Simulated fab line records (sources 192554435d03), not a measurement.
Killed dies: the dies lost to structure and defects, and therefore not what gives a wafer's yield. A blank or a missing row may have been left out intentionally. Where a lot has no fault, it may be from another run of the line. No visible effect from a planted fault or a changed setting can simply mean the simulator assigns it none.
fab line records ; flow n5Finfet
record lots=5; wafers=15; lastDay=17
route steps=1938 shown BEOL_M7@1325 BEOL_M8@1332 PASSIVATION@1936
lots that met no fault: from a run of the same line without faults
startH: hours from the record's opening day to when the first of the lot's shown wafers began ; waitH: hours from the lot's prior step to this one ; " repeats the value in the row above ; L1.1+2: a single row standing in for several wafers ; - either no value or no given start ; * or withheld: withheld ; < > ~ a bound
route shown NAME@n: NAME is a module with steps in the file, n the number in the route of the first one ; usual: mean/standard deviation taken from wafers without a fault ; same: alike in all rows ; chamber/n: place in a boat ; sites: readings site by site ; _std_site: the values' standard deviation ; _edge_site: mean of outer sites minus mean of inner sites ; radiusMm: how far each site lies from the wafer's centre ; mask NAME#n: copy n ; behind: the most recent tool/chamber to have shaped the wafer ; hold: the reason the lot was held/the length of the hold in hours/how it ended ; device: the n, p or np transistor that did not switch ; end of line: tests of these same wafers at the route's end ; step lacking rows: just its recipe ; killed: dies lost to structure and defects at the first sort, not the wafer's yield ; map: dies across one wafer; x = killed, . = not, _ = none there
set.NAME: the run value of the setting; set.NAME@STEP: its run value at that earlier step ; model.NAME: the simulator's own value behind a step, which no gauge read
a table for each step, a row for each wafer; lots at some steps of the route
services: a tool's chamber out of use, with start hour (startH, from the record's first day; less than 0 if before it), hours out, and reason
## steps
# step N5_BEOL_M7_ANNEAL_51
# recipe tempC=225; timeS=90; ambient=N2
# step N5_BEOL_M7_CMP_52
# recipe stopOn=SiCOH_lowk; tOverpolishS=6.9; downForcePsi=1; platenRpm=50; clearingPlatenDownForcePsi=1.5; clearingPlatenRpm=50; postCmpClean=cuAlkaline; targetThkNm=80; clearingPlatenPadVelocityMS=0.99484; padVelocityMS=0.99484
# step N5_BEOL_M7_PRE_CLEAN_55
# recipe gas=NH3; timeS=15; tempC=withheld; rfPowerW=300
# step N5_BEOL_M7_DEP_56
# recipe material=SiCN; targetThkA=100; tempC=withheld; precursor=3MS/NH3; pressureTorr=3; rfW=202; timeS=17.5
# step N5_BEOL_M8_ILD_DEP_00
# recipe material=SiCOH_lowk; targetThkA=1797.5; tempC=300; precursor=DEMS/porogen; pressureTorr=5; rfW=500; timeS=33.4
# step N5_BEOL_M8_CURE_74
# recipe tempC=385; timeS=240; ambient=He/Ar; material=SiCOH_lowk
# step N5_BEOL_M8_PECVD_70
# recipe material=SiO2; targetThkA=200; tempC=400; precursor=TEOS/O2; pressureTorr=5.5; rfW=450; teosFlowSccm=53.8; gas=O2; flowSccm=3000; timeS=22.7
# step N5_BEOL_M8_HM_DEP_02
# recipe material=TiN; targetThkA=200; tempC=25; chamberPressurePa=0.49996
# step N5_BEOL_M8_COAT_59
# recipe resist=SOC; tempC=250; timeS=60; spinRpm=1500; resistThkNm=100
# usual spinSpeedRpm=1499.9/0.97
lot.wafer;tool;chamber;startH;waitH;spinSpeedRpm;model.SOC_of_BEOL_M8_COAT_59.thkNm
L719.1;lithoTrack-04;0;238.58;0.1;1499.2;100
L719.3;lithoTrack-04;0;238.58;0.1;1500.3;100
L719.6;lithoTrack-04;0;238.58;0.1;1499.5;100.2
L725.2;lithoTrack-04;0;265.87;0.1;1535.7;98.2
L725.5;lithoTrack-04;0;265.87;0.1;1536.1;98.8
L725.6;lithoTrack-04;0;265.87;0.1;1533.7;98.4
L728.1;lithoTrack-04;0;287.98;0.1;1533.9;98.4
L728.3;lithoTrack-04;0;287.98;0.1;1536.1;98.4
L728.5;lithoTrack-04;0;287.98;0.1;1534.8;98.6
L729.1;lithoTrack-04;0;289.16;0.1;1534.9;99
L729.4;lithoTrack-04;0;289.16;0.1;1535.1;98.8
L729.6;lithoTrack-04;0;289.16;0.1;1536.6;99
L736.2;lithoTrack-03;0;340.27;0.1;1500.3;100.2
L736.3;lithoTrack-03;0;340.27;0.1;1500.1;100
L736.4;lithoTrack-03;0;340.27;0.1;1500.3;100
# step N5_BEOL_M8_COAT_60
# recipe resist=SiARC; tempC=220; timeS=60; spinRpm=1500; resistThkNm=35
# step N5_BEOL_M8_COAT_05
# recipe resist=CAR-ArF; spinRpm=1500; resistThkNm=90
# step N5_BEOL_M8_EBR_07
# recipe solvent=PGMEA; ebrWidthMm=1.5
# step N5_BEOL_M8_SOFTBAKE_06
# recipe tempC=110; timeS=60; resist=CAR-ArF
# step N5_BEOL_M8_EXPOSE_08
# recipe maskId=M8; na=1.35; sourceShape=dipole; sigmaInner=0.817; sigmaOuter=0.97; polarization=te; doseMj=68.25
# step N5_BEOL_M8_PEB_09
# recipe pebTempC=withheld; pebTimeS=60; resist=CAR-ArF
# step N5_BEOL_M8_DEVELOP_10
# recipe developTimeS=30; developer=TMAH; resist=CAR-ArF; rinseLiquid=diw; dry=airSpin; devTempC=23
# step N5_BEOL_M8_DESCUM_16
# recipe chemistry=O2; timeS=7.9; sourcePowerW=50; biasPowerW=20; pressureMtorr=20; rfFrequencyHz=2.712e+07; tempC=40; resist=CAR-ArF; o2FlowSccm=225
# step N5_BEOL_M8_ETCH_61
# recipe chemistry=CF4; target=SiARC; targetDepthA=455; maskMaterial=CAR-ArF; timeS=75.8; ionEnergyEv=80; pressureMtorr=40; sourceW=545; biasW=36; Ar_flow_sccm=100; cf4FlowSccm=100; ends=cleared
# step N5_BEOL_M8_ETCH_62
# recipe chemistry=N2/H2; target=SOC; targetDepthA=1100; overetchA=220; maskMaterial=SiARC; tempC=40; timeS=165; ionEnergyEv=200; pressureMtorr=30; sourceW=840; biasW=150; n2FlowSccm=200; h2FlowSccm=200
# usual biasW=150.0/0.46; drypumpMotorCurrentA=5.75/0.3; oesProductAu=0.68/0.062; rfFwdPowerW=836.5/2.6; rfVppV=524.0/2.4; showerheadPlenumPTorr=2.54/0.078; throttleValvePct=17.84/0.28
lot.wafer;tool;chamber;startH;waitH;biasW;drypumpMotorCurrentA;oesProductAu;rfFwdPowerW;rfHoursCounterH;rfVppV;showerheadPlenumPTorr;throttleValvePct;model.etch.depthNm
L719.1;rieDiel-03;3;239.25;0.0;150.1;5.62;0.67;839.3;86;524.6;2.57;17.70;99.95
L719.3;rieDiel-03;0;239.25;0.0;150.2;5.52;0.58;833.8;216;525.0;2.61;18.21;99.98
L719.6;rieDiel-03;0;239.25;0.0;150.9;5.54;0.59;832.9;-;526.3;2.61;18.24;100.2
L725.2;rieDiel-01;0;266.75;0.0;150.2;6.22;0.65;839.2;157;522.9;2.52;17.85;98.25
L725.5;rieDiel-01;3;266.75;0.0;150.5;5.15;0.75;833.0;-;527.7;2.69;17.57;98.71
L725.6;rieDiel-01;2;266.75;0.0;150.0;6.19;0.74;836.9;-;523.9;2.57;17.71;98.37
L728.1;rieDiel-05;1;288.57;0.0;150.4;5.85;0.70;836.7;78;522.9;2.56;17.38;98.42
L728.3;rieDiel-05;2;288.57;0.0;150.0;5.85;0.73;835.8;54;523.2;2.50;18.35;98.32
L728.5;rieDiel-05;2;288.57;0.0;150.4;5.87;0.72;834.1;-;522.4;2.50;18.34;98.56
L729.1;rieDiel-01;2;289.59;0.0;150.6;6.17;0.73;837.1;56;524.2;2.57;17.74;98.97
L729.4;rieDiel-01;2;289.59;0.0;149.4;6.19;0.74;835.7;-;525.6;2.57;17.74;98.85
L729.6;rieDiel-01;0;289.59;0.0;148.9;6.23;0.64;841.9;-;523.0;2.52;17.89;98.97
L736.2;rieDiel-05;0;341.29;0.0;149.9;5.84;0.59;835.1;235;523.4;2.50;17.89;100.1
L736.3;rieDiel-05;2;341.29;0.0;150.3;5.85;0.71;838.1;79;522.6;2.49;18.39;100.1
L736.4;rieDiel-05;3;341.29;0.0;150.3;5.29;0.70;838.0;68;521.0;2.46;18.06;99.99
# step N5_BEOL_M8_STRIP_68
# recipe chemistry=N2/H2; tempC=40; n2FlowSccm=200; h2FlowSccm=200; rfFrequencyHz=6e+07
# step N5_BEOL_M8_STRIP_67
# recipe chemistry=CF4; resist=SiARC; powerW=300; biasPowerW=75; pressureMtorr=50; cf4FlowSccm=150; rfFrequencyHz=6e+07
# step N5_BEOL_M8_HM_OPEN_17
# recipe chemistry=Cl2/BCl3; targetDepthA=200; overetchA=60; target=TiN; maskMaterial=SOC; ionEnergyEv=150; pressureMtorr=10; icpW=1000; biasW=126; Cl2_flow_sccm=53.25; bcl3FlowSccm=21.75; Ar_flow_sccm=25
# usual biasW=126.05/0.3; drypumpMotorCurrentA=5.6/0.47; oesProductAu=0.65/0.092; rfFwdPowerW=993/3.4; throttleValvePct=22.06/0.26
lot.wafer;tool;chamber;startH;waitH;biasW;drypumpMotorCurrentA;oesProductAu;rfFwdPowerW;rfHoursCounterH;throttleValvePct;model.SOC_of_BEOL_M8_COAT_59.thkNm
L719.1;rieMetal-02;1;239.43;0.0;125.99;5.4;0.74;997;18;21.90;91.4
L719.3;rieMetal-02;0;239.43;0.0;125.77;5.7;0.53;989;-;22.50;92.2
L719.6;rieMetal-02;0;239.43;0.0;126.40;5.7;0.53;991;-;22.49;92.4
L725.2;rieMetal-02;1;266.94;0.0;126.57;5.4;0.73;993;20;21.90;89.8
L725.5;rieMetal-02;0;266.94;0.0;126.05;5.7;0.53;990;-;22.51;91
L725.6;rieMetal-02;1;266.94;0.0;126.00;5.4;0.73;995;-;21.89;89.8
L728.1;rieMetal-03;1;288.75;0.0;125.77;5.8;0.52;991;114;21.69;90.4
L728.3;rieMetal-03;0;288.75;0.0;125.95;4.7;0.60;996;-;22.03;90.2
L728.5;rieMetal-03;0;288.75;0.0;126.14;4.7;0.60;990;-;22.02;90.4
L729.1;rieMetal-03;1;289.77;0.0;126.31;5.8;0.53;989;114;21.68;90.8
L729.4;rieMetal-03;1;289.77;0.0;126.00;5.8;0.53;988;-;21.69;90.6
L729.6;rieMetal-03;0;289.77;0.0;126.17;4.7;0.61;994;-;22.03;90.8
L736.2;rieMetal-02;1;341.48;0.0;126.35;5.4;0.70;995;30;21.92;91.6
L736.3;rieMetal-02;0;341.48;0.0;125.67;5.8;0.79;988;-;22.12;92.2
L736.4;rieMetal-02;1;341.48;0.0;126.30;5.4;0.69;994;-;21.93;91.4
# step N5_BEOL_M8_STRIP_19
# recipe chemistry=O2; powerW=400; tempC=40; pressureMtorr=30; rfFrequencyHz=6e+07; biasPowerW=0; overashFraction=0.2; o2FlowSccm=225
# step N5_PASSIVATION_PROBE_49
# usual defectLimitedYield=90.5/1.7; killed_at_M0_to_M3=37/12; killed_at_M4_up=14/5.2; killedAtContacts=12/5.9; killedAtFrontEnd=45/14; killedAtOther=3.5/2.8; killedDies=112/21; killedOpen=73/15; killedShort=36/8.9; sort_bin_5_function=5.6/1.2; sort_bin_6_memory=3.5/0.68; sort_bin_8_speed=0.01/0.1; sortNPass=1068/21; sortYieldPct=90.5/1.8
# same grossDies=1180; killedAtBackSide=0; sort_bin_4_leakage[%]=0
lot.wafer;tool;chamber;startH;waitH;defectLimitedYield[%];killed_at_M0_to_M3;killed_at_M4_up;killedAtContacts;killedAtFrontEnd;killedAtOther;killedDies;killedOpen;killedShort;sort_bin_5_function[%];sort_bin_6_memory[%];sort_bin_8_speed[%];sortNPass;sortYieldPct[%]
L719.1;prober-01;-;322.12;0.0;91.1;22;8;10;58;7;105;53;41;5.8;3.1;0;1075;91.1
L719.3;prober-01;-;322.22;0.1;93.3;23;7;15;32;2;79;51;28;3.7;2.9;0;1101;93.3
L719.6;prober-01;-;322.37;0.3;91.5;27;23;6;41;3;100;64;28;4.8;2.8;0;1080;91.5
# killed by level:class
L719.1 FIN_SAQP:geometricParticle:short=13 FIN_SAQP:geometricParticle:open=12 MOL_CONTACT_COAG:geometricParticle:open=8 FIN_CUT:areaEtch=8 BEOL_M0_SAQP:geometricParticle:short=5 BEOL_M0_SAQP:geometricParticle:open=5 BEOL_M3:geometricParticle:short=5 BEOL_M4:geometricParticle:open=5
L719.3 MOL_CONTACT_COAG:geometricParticle:open=11 STI_FIN_REVEAL:geometricParticle:open=7 FIN_SAQP:geometricParticle:open=5 FIN_SAQP:geometricParticle:short=5 BEOL_M0_SAQP:geometricParticle:short=5 BEOL_M0_SAQP:geometricParticle:open=5 BEOL_M2:geometricParticle:open=5 MOL_CONTACT_COAG:geometricParticle:short=4
L719.6 BEOL_M4:geometricParticle:open=11 BEOL_M2:geometricParticle:open=9 FIN_SAQP:geometricParticle:short=7 FIN_SAQP:geometricParticle:open=7 BEOL_M0_SAQP:geometricParticle:open=6 BEOL_M1:geometricParticle:open=6 STI_FIN_REVEAL:geometricParticle:open=5 MOL_CONTACT_COAG:geometricParticle:open=5
## services
tool;chamber;startH;hours;kind
rieDiel-03;-;253.52;0.4;repair
rieDiel-05;0;265.47;8.7;repair
rieDiel-03;1;276.68;-;clean
rieDiel-03;1;276.68;-;consumableReplace:focusRing
rieDiel-03;1;276.68;-;consumableReplace:showerhead
rieDiel-03;1;276.68;18.7;scheduledDown
rieDiel-03;1;276.68;18.7;ventCycle
rieDiel-05;2;279.25;2.4;repair
lithoTrack-03;-;284.85;-;consumableReplace:filter
rieDiel-05;0;287.52;1.8;repair
rieDiel-01;3;288.67;23.6;repair
rieDiel-05;1;290.79;6.3;repair
rieDiel-03;0;293.22;10.1;repair
rieMetal-02;0;294.01;-;clean
rieMetal-02;0;294.01;14.1;scheduledDown
rieMetal-02;0;294.01;14.1;ventCycle
rieMetal-03;1;308.28;-;clean
rieMetal-03;1;308.28;16.1;scheduledDown
rieMetal-03;1;308.28;16.1;ventCycle
lithoTrack-04;-;311.45;-;consumableReplace:filter
rieDiel-01;0;317.16;9.8;repair
rieDiel-05;1;317.84;8.7;repair
rieDiel-03;0;336.21;4.9;repair
## key
firstSign step=N5_BEOL_M8_COAT_59; reading=spinSpeedRpm; direction=up; sigmas=36; usual=*; struck=*
effect none on later readings
modelEffect step=N5_BEOL_M8_COAT_59; value=SOC_of_BEOL_M8_COAT_59.thkNm; without=99.78; struck=98.62
modelEffect step=N5_BEOL_M8_ETCH_62; value=etch.depthNm; without=99.77; struck=98.6
modelEffect step=N5_BEOL_M8_HM_OPEN_17; value=SOC_of_BEOL_M8_COAT_59.thkNm; without=91.62; struck=90.42
metAt N5_BEOL_M8_COAT_59
struckWafers L725.2,L725.5,L725.6,L728.1,L728.3,L728.5,L729.1,L729.4,L729.6
onsetBetween 238.58 265.87
fault kind=processParameterDrift; tool=lithoTrack-04; chamber=-; onsetH=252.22; steps=N5_BEOL_M8_COAT_59; channel=spinRpm; offset=*; shape=step; endH=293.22; actsIn=*; stated=*
